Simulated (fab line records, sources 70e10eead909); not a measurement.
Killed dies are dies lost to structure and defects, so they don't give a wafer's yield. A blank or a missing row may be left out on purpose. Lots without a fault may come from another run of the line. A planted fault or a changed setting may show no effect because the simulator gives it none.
fab line records | flow nand_harc
record lots=14 wafers=42 last_day=24
route steps=1159 shown A_CONTACT@944 A_BLC@972
lots that met no fault: from a run of the same line without faults
start_h: hours from the record's first day to the start of the lot's first wafer shown | wait_h: hours since the lot's step before | " the same as in the row above | L1.1+2: a row that stands for several wafers | - no value, or no start given | * or withheld: withheld | < > ~ a bound
route shown NAME@n: a module of which the file shows steps, and the number in the route of the first | usual: mean/standard deviation of fault-free wafers | same: alike in all rows | chamber/n: place in a boat | sites: the reading at each site | _std_site: their standard deviation | _edge_site: outer sites' mean less inner sites' | radius_mm: how far each site lies from the wafer's centre | mask NAME#n: copy n | behind: the tool/chamber that last shaped the wafer | hold: why the lot was held/for how many hours/how that ended | device: the transistor (n, p or np) that didn't switch | end of line: the same wafers' tests at the end of the route | a step without rows: its recipe alone | killed: dies lost to structure and defects at the first sort, not the wafer's yield | map: a wafer's dies, x killed, . not, _ none there
set.NAME: the setting as run; set.NAME@STEP: as run at that earlier step | model.NAME: the simulator's own value behind a step, which no gauge read
steps of the route over a sample of lots; a table a step, a row a wafer
services: from which hour (start_h, from the record's first day; less than 0 if before it) a tool's chamber was out of use, for how many hours, and why
## steps
# step NHARC_A_CONTACT_ETCH_135
# recipe source_w=withheld pressure_mtorr=20 bias_v=3000 time_s=132 target_depth_a=12870 ar_flow_sccm=withheld c4f8_flow_sccm=withheld o2_flow_sccm=withheld chemistry=C4F8/O2/Ar
# columns lot.wafer tool chamber start_h wait_h rf_hours_counter_h
L698.2 har_cap_etch-02 0 389.05 0.2 12
L698.5 " 1 " " -
L698.6 " 0 " " -
L701.2 har_cap_etch-03 1 400.47 0.2 87
L701.3 " 0 " " -
L701.6 " 0 " " -
L702.1 har_cap_etch-02 0 409.04 0.2 16
L702.3 " 1 " " -
L702.5 " 0 " " -
L699.3 har_cap_etch-03 0 416.04 0.1 -
L699.4 " 1 " " -
L699.6 " 1 " " -
L703.2 har_cap_etch-01 1 421.94 0.2 63
L703.4 " 0 " " -
L703.3 " 1 " " -
L700.2 har_cap_etch-02 0 423.10 0.2 18
L700.3 " 0 " " -
L700.6 " 1 " " -
L710.1 har_cap_etch-01 0 468.50 0.2 71
L710.6 " 0 " " -
L710.5 " 1 " " -
L711.2 har_cap_etch-01 0 471.46 0.2 72
L711.5 " 1 " " -
L711.6 " 0 " " -
L712.2 har_cap_etch-01 0 474.27 0.2 72
L712.1 " 1 " " 72
L712.6 " 1 " " -
L715.4 har_cap_etch-01 0 479.18 0.2 -
L715.3 " 1 " " -
L715.5 " 1 " " -
L717.2 har_cap_etch-03 0 503.25 0.2 106
L717.3 " 0 " " -
L717.5 " 0 " " -
L718.1 har_cap_etch-02 0 508.76 0.2 35
L718.3 " 0 " " -
L718.4 " 1 " " -
L716.1 har_cap_etch-01 1 513.38 0.2 78
L716.4 " 0 " " -
L716.5 " 1 " " -
L719.2 har_cap_etch-02 1 517.33 0.2 36
L719.3 " 0 " " -
L719.6 " 0 " " -
# step NHARC_A_CONTACT_ETCH_92
# recipe target_depth_a=400 over_etch_frac=0.5 time_s=85.7 ion_energy_ev=120 ch3f_flow_sccm=50 o2_flow_sccm=30 ar_flow_sccm=200 rf_w=500 bias_w=100 chemistry=CH3F/O2
# usual drypump_motor_current_A=5.7/0.4 mfc_ar_sccm=199.9/0.62 oes_product_au=0.934/0.023 rf_fwd_power_W=496.9/1.9 rf_vpp_V=244.6/1.4 showerhead_plenum_p_Torr=2.47/0.078 throttle_valve_pct=20.663/0.0093
# columns lot.wafer tool chamber start_h wait_h drypump_motor_current_A mfc_ar_sccm oes_product_au rf_fwd_power_W rf_hours_counter_h rf_vpp_V showerhead_plenum_p_Torr throttle_valve_pct
L698.2 rie_diel-05 3 390.20 0.4 5.4 200.3 0.935 498.9 7 243.8 2.44 20.674
L698.5 " 0 " " 5.4 200.6 0.930 498.6 - 245.8 2.50 20.660
L698.6 " 1 " " 5.1 200.2 0.915 495.8 - 245.9 2.51 20.676
L701.3 rie_diel-05 3 401.39 0.3 5.4 200.0 0.922 498.5 10 243.1 2.43 20.660
L701.2 " 2 " " 6.4 200.3 0.922 497.7 12 243.2 2.33 20.676
L701.6 " 3 " " 5.4 200.4 0.919 498.0 - 244.6 2.43 20.664
L702.3 rie_diel-05 3 409.94 0.3 5.4 200.0 0.918 496.6 12 242.9 2.43 20.646
L702.1 " 1 " " 5.2 200.5 0.906 493.9 13 244.2 2.51 20.657
L702.5 " 2 " " 6.4 200.3 0.931 497.7 - 241.2 2.33 20.667
L699.4 rie_diel-13 3 416.91 0.3 5.6 200.2 0.984 496.1 47 245.5 2.57 20.655
L699.3 " 1 " " 5.6 199.8 0.926 495.5 46 246.7 2.56 20.642
L699.6 " 3 " " 5.6 199.4 0.990 497.0 - 246.5 2.57 20.669
L703.3 rie_diel-07 3 422.81 0.2 5.8 200.3 0.941 497.9 3 245.4 2.49 20.668
L703.2 " 0 " " 6.3 199.9 0.922 498.4 2 244.2 2.41 20.659
L703.4 " 2 " " 5.8 199.6 0.958 495.7 3 244.5 2.45 20.660
L700.2 rie_diel-13 0 423.99 0.3 5.6 200.3 0.918 496.2 51 245.6 2.61 20.655
L700.3 " 2 " " 6.0 200.0 0.938 499.1 48 246.6 2.57 20.670
L700.6 " 0 " " 5.6 200.0 0.927 499.7 - 246.5 2.61 20.662
L710.1 rie_diel-07 3 469.41 0.4 5.8 199.6 0.939 495.5 23 245.8 2.48 20.657
L710.5 " 3 " " 5.8 198.6 0.936 492.5 - 244.7 2.48 20.672
L710.6 " 0 " " 6.3 200.5 0.919 496.1 - 244.8 2.40 20.658
L711.2 rie_diel-13 2 472.34 0.3 6.0 199.6 0.947 498.0 5 245.7 2.56 20.671
L711.6 " 2 " " 6.0 200.2 0.956 497.9 - 245.8 2.56 20.661
L711.5 " 3 " " 5.6 200.5 0.953 491.6 - 245.9 2.56 20.657
L712.1 rie_diel-05 3 475.16 0.3 5.4 200.0 0.918 497.7 28 243.6 2.43 20.657
L712.2 " 1 " " 5.2 199.7 0.920 494.8 29 244.9 2.50 20.649
L712.6 " 3 " " 5.4 199.5 0.926 498.7 - 244.3 2.43 20.672
L715.3 rie_diel-05 1 480.26 0.3 5.2 200.6 0.917 495.0 29 244.9 2.50 20.665
L715.4 " 3 " " 5.4 200.3 0.919 496.9 28 243.2 2.43 20.676
L715.5 " 1 " " 5.2 200.0 0.926 496.5 - 245.1 2.50 20.665
L717.2 rie_diel-05 0 504.16 0.4 5.4 199.2 0.930 499.3 32 245.3 2.49 20.653
L717.3 " 1 " " 5.2 199.5 0.924 497.5 33 246.2 2.50 20.678
L717.5 " 0 " " 5.4 200.0 0.941 501.3 - 243.8 2.49 20.657
L718.1 rie_diel-05 2 509.68 0.4 6.4 199.7 0.946 497.8 34 242.7 2.33 20.649
L718.4 " 0 " " 5.4 201.0 0.936 499.1 34 245.9 2.49 20.664
L718.3 " 1 " " 5.2 199.6 0.934 494.6 34 244.2 2.50 20.666
L716.1 rie_diel-07 3 514.29 0.4 5.8 199.5 1.003 499.1 35 245.6 2.47 20.675
L716.4 " 0 " " 6.3 199.9 0.993 495.2 - 243.3 2.40 20.658
L716.5 " 2 " " 5.9 201.7 1.005 495.2 - 243.9 2.44 20.668
L719.3 rie_diel-13 1 518.46 0.4 5.6 200.2 0.914 492.7 20 246.8 2.55 20.672
L719.2 " 2 " " 6.0 199.9 0.946 496.2 20 246.7 2.55 20.678
L719.6 " 3 " " 5.6 199.6 0.929 497.2 - 246.2 2.56 20.652
# step NHARC_A_CONTACT_ETCH_110
# recipe target_depth_a=500 overetch_a=50 time_s=27.5 ion_energy_ev=100 cf4_flow_sccm=80 o2_flow_sccm=20 ar_flow_sccm=0 rf_w=300 bias_w=100 chemistry=CF4/O2
# usual cf4_flow_sccm=79.95/0.25 drypump_motor_current_A=5.7/0.4 mfc_ar_sccm=0.006/0.012 oes_ar_750_au=1.000/0.0046 oes_product_au=1.003/0.014 rf_fwd_power_W=295.9/1.5 rf_vpp_V=198.0/1.1 showerhead_plenum_p_Torr=1.34/0.046 throttle_valve_pct=13.397/0.0074
# columns lot.wafer tool chamber start_h wait_h cf4_flow_sccm drypump_motor_current_A mfc_ar_sccm oes_ar_750_au oes_product_au rf_fwd_power_W rf_hours_counter_h rf_vpp_V showerhead_plenum_p_Torr throttle_valve_pct
L698.2 rie_diel-07 2 390.83 0.1 79.79 5.8 0 1.000 1.036 292.2 48 197.7 1.33 13.377
L698.5 " 2 " " 80.25 5.8 0 0.997 1.037 293.1 - 198.1 1.33 13.400
L698.6 " 3 " " 80.00 5.8 0 0.998 1.006 294.9 - 198.4 1.35 13.399
L701.3 rie_diel-13 0 401.92 0.1 79.82 5.6 0 0.997 0.995 296.7 46 199.3 1.42 13.394
L701.2 " 3 " " 80.15 5.6 0.042 0.996 0.989 297.3 44 198.6 1.40 13.393
L701.6 " 0 " " 79.81 5.6 0 1.007 0.997 297.0 - 198.9 1.42 13.384
L702.1 rie_diel-05 3 410.93 0.4 80.32 5.4 0 1.004 1.010 296.4 13 197.8 1.32 13.405
L702.3 " 2 " " 80.16 6.4 0 0.995 1.014 297.3 14 196.3 1.27 13.395
L702.5 " 0 " " 80.09 5.4 0 0.999 1.005 297.1 - 199.1 1.36 13.406
L699.3 rie_diel-07 1 417.42 0.0 79.53 6.0 0.030 1.004 0.996 296.5 1 197.8 1.33 13.393
L699.4 " 3 " " 80.40 5.8 0 0.995 1.015 295.3 1 198.3 1.35 13.384
L699.6 " 1 " " 79.67 6.0 0.030 0.995 0.987 297.0 - 197.0 1.33 13.398
L703.3 rie_diel-13 2 423.38 0.1 80.25 6.0 0.013 0.999 1.015 295.5 48 198.7 1.39 13.392
L703.4 " 3 " " 79.90 5.6 0.042 0.993 0.983 296.2 49 200.1 1.40 13.392
L703.2 " 0 " " 79.39 5.6 0 0.995 0.989 298.2 51 199.7 1.42 13.387
L700.2 rie_diel-05 2 424.64 0.1 79.89 6.4 0 0.997 1.014 296.7 16 197.7 1.27 13.401
L700.3 " 1 " " 80.44 5.2 0 0.999 0.986 294.9 16 198.0 1.36 13.402
L700.6 " 2 " " 79.90 6.4 0 0.994 1.007 295.4 - 196.9 1.27 13.402
L710.1 rie_diel-05 0 470.01 0.1 80.15 5.4 0 1.006 1.014 297.9 26 198.4 1.36 13.397
L710.6 " 1 " " 79.79 5.2 0 1.003 0.995 294.2 - 198.3 1.36 13.401
L710.5 " 2 " " 79.42 6.4 0 1.006 1.013 297.6 - 196.5 1.26 13.402
L711.2 rie_diel-13 2 472.88 0.1 80.01 6.0 0.013 1.001 1.022 295.6 5 201.5 1.39 13.397
L711.5 " 3 " " 80.03 5.6 0.042 1.001 1.008 297.0 - 199.3 1.39 13.396
L711.6 " 0 " " 79.88 5.6 0 1.002 0.981 298.8 - 199.3 1.41 13.402
L712.2 rie_diel-05 2 475.69 0.1 79.91 6.4 0 1.001 1.030 297.1 29 196.6 1.26 13.405
L712.1 " 1 " " 79.58 5.1 0 0.991 0.995 294.0 29 197.4 1.36 13.394
L712.6 " 2 " " 80.18 6.4 0 0.997 1.023 296.4 - 195.8 1.26 13.405
L715.3 rie_diel-05 1 480.78 0.1 80.00 5.2 0 1.000 0.980 293.6 29 199.0 1.36 13.393
L715.4 " 3 " " 80.04 5.4 0 0.993 0.994 295.4 28 197.9 1.32 13.404
L715.5 " 0 " " 79.73 5.4 0 0.998 1.021 294.9 - 199.3 1.36 13.392
L717.2 rie_diel-07 2 504.68 0.1 80.16 5.8 0 1.009 1.018 293.5 31 196.1 1.32 13.396
L717.3 " 3 " " 79.78 5.8 0 0.991 1.002 295.1 32 199.1 1.34 13.394
L717.5 " 1 " " 80.13 6.0 0.030 1.006 0.975 297.1 - 198.7 1.32 13.403
L718.3 rie_diel-05 2 510.19 0.1 79.59 6.4 0 1.004 1.015 297.5 34 195.8 1.26 13.401
L718.1 " 0 " " 79.74 5.4 0 1.002 1.013 295.9 34 199.6 1.35 13.393
L718.4 " 1 " " 79.91 5.2 0 0.998 0.988 294.2 34 198.4 1.36 13.403
L716.1 rie_diel-05 3 514.80 0.1 80.00 5.4 0 1.006 0.995 297.2 34 197.2 1.32 13.380
L716.4 " 0 " " 80.35 5.4 0 0.999 1.014 295.4 34 198.2 1.35 13.391
L716.5 " 2 " " 79.99 6.4 0 0.999 1.019 297.1 - 195.8 1.26 13.402
L719.3 rie_diel-13 2 518.94 0.1 79.83 6.0 0.013 0.996 1.026 295.9 20 199.3 1.39 13.396
L719.2 " 3 " " 79.89 5.6 0.042 0.996 1.003 295.2 19 199.0 1.39 13.390
L719.6 " 1 " " 80.09 5.6 0 1.004 0.984 294.0 - 198.0 1.38 13.399
# step NHARC_A_BLC_PEB_08
# recipe peb_temp_c=100 peb_time_s=65
# usual heater_power_total_W=156.6/0.44 plate_temp_C=99.97/0.12
# columns lot.wafer tool chamber start_h wait_h heater_power_total_W plate_temp_C
L698.2 litho_track-01 0 397.95 0.1 157.0 100.01
L698.5 " 0 " " 157.0 99.94
L698.6 " 0 " " 156.8 99.82
L701.2 litho_track-01 0 404.43 0.1 157.1 100.15
L701.3 " 0 " " 156.6 100.20
L701.6 " 0 " " 157.2 99.91
L702.1 litho_track-06 0 414.03 0.1 155.9 100.11
L702.3 " 0 " " 157.1 100.18
L702.5 " 0 " " 156.1 99.84
L699.3 litho_track-01 0 420.03 0.1 156.3 99.97
L699.4 " 0 " " 156.1 100.11
L699.6 " 0 " " 156.6 100.07
L703.2 litho_track-06 0 427.50 0.1 156.9 100.03
L703.3 " 0 " " 156.6 100.06
L703.4 " 0 " " 156.1 100.16
L700.2 litho_track-01 0 428.24 0.1 156.1 99.85
L700.3 " 0 " " 157.0 100.14
L700.6 " 0 " " 156.0 99.99
L710.1 litho_track-01 0 472.57 0.1 126.2 85.87
L710.5 " 0 " " 126.3 85.72
L710.6 " 0 " " 126.0 85.78
L711.2 litho_track-01 0 475.44 0.1 127.0 85.72
L711.5 " 0 " " 126.1 85.76
L711.6 " 0 " " 127.0 85.68
L712.1 litho_track-04 0 486.20 0.1 156.9 99.95
L712.2 " 0 " " 155.9 99.84
L712.6 " 0 " " 156.7 99.78
L715.3 litho_track-06 0 490.06 0.0 157.0 100.14
L715.4 " 0 " " 156.4 100.02
L715.5 " 0 " " 156.8 100.04
L717.2 litho_track-06 0 507.25 0.1 156.9 99.92
L717.3 " 0 " " 156.3 100.05
L717.5 " 0 " " 155.9 100.03
L718.1 litho_track-04 0 512.77 0.1 156.0 99.98
L718.3 " 0 " " 156.7 100.09
L718.4 " 0 " " 156.4 99.89
L716.1 litho_track-04 0 519.98 0.1 157.2 99.99
L716.4 " 0 " " 156.1 100.17
L716.5 " 0 " " 157.1 99.91
L719.2 litho_track-06 0 524.82 0.1 156.2 99.91
L719.3 " 0 " " 156.8 99.94
L719.6 " 0 " " 156.1 100.00
# step NHARC_A_BLC_CD_MEAS_10
# recipe target_cd_nm=100 landing_energy_ev=500
# usual cd_nm=99.9/0.93
# columns lot.wafer tool chamber start_h wait_h cd_nm
L698.2 cd_sem-02 0 398.03 - 101.3
L698.5 " 0 " " 100.6
L698.6 " 0 " " 100.0
L701.2 cd_sem-03 0 404.51 - 100.6
L701.3 " 0 " " 100.6
L701.6 " 0 " " 99.9
L702.1 cd_sem-03 0 414.11 - 101.5
L702.3 " 0 " " 100.4
L702.5 " 0 " " 100.1
L699.3 cd_sem-03 0 420.12 - 100.4
L699.4 " 0 " " 99.8
L699.6 " 0 " " 100.5
L703.2 cd_sem-01 0 427.59 - 100.4
L703.3 " 0 " " 99.5
L703.4 " 0 " " 100.8
L700.2 cd_sem-02 0 428.32 - 100.9
L700.3 " 0 " " 99.0
L700.6 " 0 " " 99.9
L710.1 cd_sem-03 0 472.64 - 22.7
L710.5 " 0 " " 23.2
L710.6 " 0 " " 22.4
L711.2 cd_sem-03 0 475.52 - 22.5
L711.5 " 0 " " 23.0
L711.6 " 0 " " 23.0
L712.1 cd_sem-02 0 486.28 - 97.8
L712.2 " 0 " " 98.8
L712.6 " 0 " " 97.8
L715.3 cd_sem-01 0 490.14 - 100.7
L715.4 " 0 " " 98.9
L715.5 " 0 " " 101.4
L717.2 cd_sem-01 0 507.33 - 100.2
L717.3 " 0 " " 100.7
L717.5 " 0 " " 101.0
L718.1 cd_sem-03 0 512.85 - 98.8
L718.3 " 0 " " 100.3
L718.4 " 0 " " 99.6
L716.1 cd_sem-03 0 520.06 - 99.4
L716.4 " 0 " " 98.1
L716.5 " 0 " " 97.4
L719.2 cd_sem-01 0 524.90 - 101.1
L719.3 " 0 " " 100.3
L719.6 " 0 " " 98.6
## services
# columns tool chamber start_h hours kind
rie_diel-05 0 374.29 - clean
rie_diel-05 1 374.29 - clean
rie_diel-05 2 374.29 - clean
rie_diel-05 3 374.29 - clean
rie_diel-13 - 377.73 0.4 repair
rie_diel-05 1 392.31 2.7 repair
rie_diel-05 0 398.94 - clean
rie_diel-05 1 398.94 - clean
rie_diel-05 2 398.94 - clean
rie_diel-05 3 398.94 - clean
rie_diel-07 - 405.27 9.0 pm
rie_diel-05 0 423.44 - clean
rie_diel-05 1 423.44 - clean
rie_diel-05 2 423.44 - clean
rie_diel-05 3 423.44 - clean
rie_diel-05 3 429.14 11.9 repair
litho_track-01 - 443.00 7.0 pm
rie_diel-05 0 447.97 - clean
rie_diel-13 - 453.44 9.0 pm
litho_track-06 - 467.00 7.0 pm
rie_diel-07 - 489.58 0.3 repair
litho_track-04 - 491.00 7.0 pm
rie_diel-07 1 512.87 5.5 repair
rie_diel-05 - 517.79 9.0 pm
## key
first_sign step=NHARC_A_BLC_PEB_08 reading=plate_temp_C direction=down sigmas=99+ usual=* struck=*
effect step=NHARC_A_BLC_PEB_08 reading=heater_power_total_W direction=down sigmas=68 usual=* struck=*
effect step=NHARC_A_BLC_CD_MEAS_10 reading=cd_nm direction=down sigmas=83 usual=99.9 struck=22.8
met_at NHARC_A_BLC_PEB_08
struck_lots L710,L711
later_rows_left_out L710.1,L710.5,L710.6,L711.2,L711.5,L711.6
sort_left_out L710.1,L710.5,L710.6,L711.2,L711.5,L711.6
tester_left_out L710,L711
not_acting_at NHARC_A_CONTACT_ETCH_135,NHARC_A_CONTACT_ETCH_92,NHARC_A_CONTACT_ETCH_110
onset_between 428.24 472.57
fault kind=process_parameter_drift tool=litho_track-01 chamber=- onset_h=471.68 steps=NHARC_A_BLC_PEB_08 channel=peb_temp_c offset=* shape=step end_h=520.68 acts_in=* stated=*
# tester_left_out: of these lots the tester's yield and bins aren't shown, on N5 and GAA mostly nor the transistor test; their killed dies are dies lost to structure and defects alone, not to doping, threshold or leakage, so they don't give the yield
# sort_left_out: the simulated sort isn't trusted on such a fault, so these wafers' sort isn't shown, and their yield isn't known
# later_rows_left_out: the simulator's readings of these wafers behind a module that went badly wrong aren't trusted and aren't shown, but for the sort
